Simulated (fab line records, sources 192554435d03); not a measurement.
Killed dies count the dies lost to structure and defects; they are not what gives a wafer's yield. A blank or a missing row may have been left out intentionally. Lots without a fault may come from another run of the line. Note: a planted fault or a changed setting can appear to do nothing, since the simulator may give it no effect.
Split-lot trial || flow n5 finfet || 21 wafers read from 7 lots, route of 1938 steps

THE SPLIT ITSELF
At N5_BEOL_M2_COAT_62 (time 60 s, resist thk 12 nm), the setting spin rpm was moved away from the recipe's 1500 rpm on 6 of the 21 wafers read, by -6.9% to +9.2%. This setting was run at the recipe's value on the other wafers.

FROM THE SPLIT TO THE READING: what the file shows between them, 6 steps
- N5_BEOL_M2_COAT_73: time 60 s, resist thk 5 nm (also split here: temp c)
- N5_BEOL_M2_COAT_05: resist thk 30 nm
- N5_BEOL_M2_EBR_07
- N5_BEOL_M2_DESCUM_16: chemistry O2, time 7 s
- N5_BEOL_M2_ETCH_74: etches underlayer in N2/H2, target depth 6.5 nm, time 5.2 s
- N5_BEOL_M2_ETCH_63: etches SiARC in CF4, target depth 15.6 nm, time 26 s

THE READING
SiARC_of_BEOL_M2_COAT_62.thk nm (the simulator's own value, which no gauge read), in nm, at N5_BEOL_M2_ETCH_64 (etches SOC in N2/H2, target depth 75 nm, overetch 22.5 nm, time 121.9 s). The file does not state a usual value for it. The 15 wafers here that ran the recipe average 6.3 nm, standard deviation 0.088 nm.

{"wafer": "L074.3", "tool, chamber at the split": "litho track-01, 0", "spin rpm as run, rpm": 1500, "against the recipe": "recipe", "SiARC_of_BEOL_M2_COAT_62.thk nm, nm": 6.2, "against lot-mates on the recipe": "-"}
{"wafer": "L074.4", "tool, chamber at the split": "litho track-01, 0", "spin rpm as run, rpm": 1500, "against the recipe": "recipe", "SiARC_of_BEOL_M2_COAT_62.thk nm, nm": 6.2, "against lot-mates on the recipe": "-"}
{"wafer": "L074.6", "tool, chamber at the split": "litho track-01, 0", "spin rpm as run, rpm": 1500, "against the recipe": "recipe", "SiARC_of_BEOL_M2_COAT_62.thk nm, nm": 6.2, "against lot-mates on the recipe": "-"}
{"wafer": "L078.1", "tool, chamber at the split": "litho track-05, 0", "spin rpm as run, rpm": 1397, "against the recipe": "-6.9%", "SiARC_of_BEOL_M2_COAT_62.thk nm, nm": 6.8, "against lot-mates on the recipe": "+0.6"}
{"wafer": "L078.4", "tool, chamber at the split": "litho track-05, 0", "spin rpm as run, rpm": 1397, "against the recipe": "-6.9%", "SiARC_of_BEOL_M2_COAT_62.thk nm, nm": 6.8, "against lot-mates on the recipe": "+0.6"}
{"wafer": "L078.3", "tool, chamber at the split": "litho track-05, 0", "spin rpm as run, rpm": 1500, "against the recipe": "recipe", "SiARC_of_BEOL_M2_COAT_62.thk nm, nm": 6.2, "against lot-mates on the recipe": "-"}
{"wafer": "L080.1", "tool, chamber at the split": "litho track-05, 0", "spin rpm as run, rpm": 1638, "against the recipe": "+9.2%", "SiARC_of_BEOL_M2_COAT_62.thk nm, nm": 5.6, "against lot-mates on the recipe": -0.6}
{"wafer": "L080.3", "tool, chamber at the split": "litho track-05, 0", "spin rpm as run, rpm": 1638, "against the recipe": "+9.2%", "SiARC_of_BEOL_M2_COAT_62.thk nm, nm": 5.8, "against lot-mates on the recipe": -0.4}
{"wafer": "L080.5", "tool, chamber at the split": "litho track-05, 0", "spin rpm as run, rpm": 1500, "against the recipe": "recipe", "SiARC_of_BEOL_M2_COAT_62.thk nm, nm": 6.2, "against lot-mates on the recipe": "-"}
{"wafer": "L082.1", "tool, chamber at the split": "litho track-03, 0", "spin rpm as run, rpm": 1500, "against the recipe": "recipe", "SiARC_of_BEOL_M2_COAT_62.thk nm, nm": 6.4, "against lot-mates on the recipe": "-"}
{"wafer": "L082.3", "tool, chamber at the split": "litho track-03, 0", "spin rpm as run, rpm": 1500, "against the recipe": "recipe", "SiARC_of_BEOL_M2_COAT_62.thk nm, nm": 6.4, "against lot-mates on the recipe": "-"}
{"wafer": "L082.6", "tool, chamber at the split": "litho track-03, 0", "spin rpm as run, rpm": 1500, "against the recipe": "recipe", "SiARC_of_BEOL_M2_COAT_62.thk nm, nm": 6.4, "against lot-mates on the recipe": "-"}
{"wafer": "L086.1", "tool, chamber at the split": "litho track-05, 0", "spin rpm as run, rpm": 1500, "against the recipe": "recipe", "SiARC_of_BEOL_M2_COAT_62.thk nm, nm": 6.2, "against lot-mates on the recipe": "-"}
{"wafer": "L086.2", "tool, chamber at the split": "litho track-05, 0", "spin rpm as run, rpm": 1500, "against the recipe": "recipe", "SiARC_of_BEOL_M2_COAT_62.thk nm, nm": 6.2, "against lot-mates on the recipe": "-"}
{"wafer": "L086.3", "tool, chamber at the split": "litho track-05, 0", "spin rpm as run, rpm": 1500, "against the recipe": "recipe", "SiARC_of_BEOL_M2_COAT_62.thk nm, nm": 6.2, "against lot-mates on the recipe": "-"}
{"wafer": "L090.3", "tool, chamber at the split": "litho track-03, 0", "spin rpm as run, rpm": 1500, "against the recipe": "recipe", "SiARC_of_BEOL_M2_COAT_62.thk nm, nm": 6.4, "against lot-mates on the recipe": "-"}
{"wafer": "L090.4", "tool, chamber at the split": "litho track-03, 0", "spin rpm as run, rpm": 1500, "against the recipe": "recipe", "SiARC_of_BEOL_M2_COAT_62.thk nm, nm": 6.2, "against lot-mates on the recipe": "-"}
{"wafer": "L090.6", "tool, chamber at the split": "litho track-03, 0", "spin rpm as run, rpm": 1500, "against the recipe": "recipe", "SiARC_of_BEOL_M2_COAT_62.thk nm, nm": 6.2, "against lot-mates on the recipe": "-"}
{"wafer": "L097.1", "tool, chamber at the split": "litho track-03, 0", "spin rpm as run, rpm": 1591, "against the recipe": "+6.1%", "SiARC_of_BEOL_M2_COAT_62.thk nm, nm": 6, "against lot-mates on the recipe": -0.2}
{"wafer": "L097.2", "tool, chamber at the split": "litho track-03, 0", "spin rpm as run, rpm": 1500, "against the recipe": "recipe", "SiARC_of_BEOL_M2_COAT_62.thk nm, nm": 6.2, "against lot-mates on the recipe": "-"}
{"wafer": "L097.3", "tool, chamber at the split": "litho track-03, 0", "spin rpm as run, rpm": 1591, "against the recipe": "+6.1%", "SiARC_of_BEOL_M2_COAT_62.thk nm, nm": 5.8, "against lot-mates on the recipe": -0.4}

THE FIT
A straight line over all 21 wafers: SiARC_of_BEOL_M2_COAT_62.thk nm changes by -0.0661 nm for each +1% of spin rpm; r = -0.94; the points scatter about the line by 0.097 nm.
The same after taking each lot's own level away (the mean of its wafers on the recipe; 21 wafers): -0.0641 nm for each +1%; r = -0.96; scatter 0.082 nm.
That fit puts the effect of the largest move of spin rpm on the reading at 0.59 nm.
From 6.20 to 6.40 nm: that is the span of the lots' own levels, equal to 2.3 times the standard deviation above.
So the lot-to-lot level changes the slope little: the two slopes agree.
Check: with one of the wafers moved furthest among these (+9.2%) left out of the fit, the line predicts -0.542 nm for it against its lot-mates. Against them it came out at -0.6 nm.

ADDITIONAL SPLITS CARRIED BY THESE WAFERS
Other splits were also applied to these wafers ahead of the reading. Each is held against what the fit with the lots' levels taken away leaves over:
{"other split on the same wafers": "N5_BEOL_M1_TRENCH_ETCH_37 bias w", "wafers away from the commonest value": 9, "r with SiARC_of_BEOL_M2_COAT_62.thk nm (lot level and that fit taken away)": "+0.19"}
{"other split on the same wafers": "N5_BEOL_M2_COAT_73 temp c", "wafers away from the commonest value": 6, "r with SiARC_of_BEOL_M2_COAT_62.thk nm (lot level and that fit taken away)": "+0.23"}

THE WHOLE CHAIN: every reading that the file lists as answering this split, in the file's order
{"step": "N5_BEOL_M2_COAT_62", "what it does": "time 60 s, resist thk 12 nm", "reading": "SiARC_of_BEOL_M2_COAT_62.thk nm (the simulator's own value, which no gauge read)", "change (the file's fit)": "-0.0634 nm for each +1% of the setting", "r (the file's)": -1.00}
{"step": "N5_BEOL_M2_ETCH_63", "what it does": "etches SiARC in CF4, target depth 15.6 nm, time 26 s", "reading": "etch.depth nm (the simulator's own value, which no gauge read)", "change (the file's fit)": "-0.0597 nm for each +1% of the setting", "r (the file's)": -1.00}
{"step": "N5_BEOL_M2_ETCH_64", "what it does": "etches SOC in N2/H2, target depth 75 nm, overetch 22.5 nm, time 121.9 s", "reading": "SiARC_of_BEOL_M2_COAT_62.thk nm (the simulator's own value, which no gauge read)", "change (the file's fit)": "-0.0625 nm for each +1% of the setting", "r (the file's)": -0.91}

THE FILE'S OWN FIT
SiARC_of_BEOL_M2_COAT_62.thk nm changes by -0.0625 nm for each +1% of spin rpm, r = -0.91.
